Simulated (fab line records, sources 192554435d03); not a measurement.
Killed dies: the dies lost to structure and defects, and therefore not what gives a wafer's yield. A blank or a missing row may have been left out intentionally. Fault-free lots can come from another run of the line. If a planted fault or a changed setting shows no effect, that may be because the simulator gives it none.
Matching of chambers    flow n5Finfet    4 sister chambers for N5_GATE_CUT_ETCH_28 on rieDiel-06
The step etches underlayer in N2/H2, target depth 13 nm, time 10.4 s. 4 wafers are shown with their chamber, then 8 later ones without.

## WAFERS WITH THEIR CHAMBER
wafer   chamber  drypumpMotorCurrentA (A)
L082.1  2        5.0
L088.5  1        6.0
L088.6  0        5.3
L094.2  3        4.9

## WAFERS WHOSE CHAMBER IS MISSING
wafer   drypumpMotorCurrentA (A)
L094.3  5.3
L094.5  4.9
L095.4  5.4
L095.5  6.0
L095.6  5.3
L097.1  6.0
L097.4  5.3
L097.5  5.0

## WHICH CHAMBER EACH ONE RAN IN
wafer   from the rows above  in truth
L094.3  0                    0
L094.5  3                    3
L095.4  0                    0
L095.5  1                    1
L095.6  0                    0
L097.1  1                    1
L097.4  0                    0
L097.5  2                    2
8 of 8 placed correctly. From these rows, 0 cannot be placed. Wrongly placed: 0.
How it was worked out, from the rows above alone: a wafer's distance from a chamber is the root of the sum, over the readings, of the square of ((its reading less the chamber's mean) divided by the reading's scatter). The wafer belongs to the nearest chamber; if the next one is less than 2 further off, it can't be placed. The mean given for a chamber averages the wafers shown for that chamber. The scatter: root of mean squared gap, hidden wafer to nearest shown wafer, with one shown wafer a chamber.
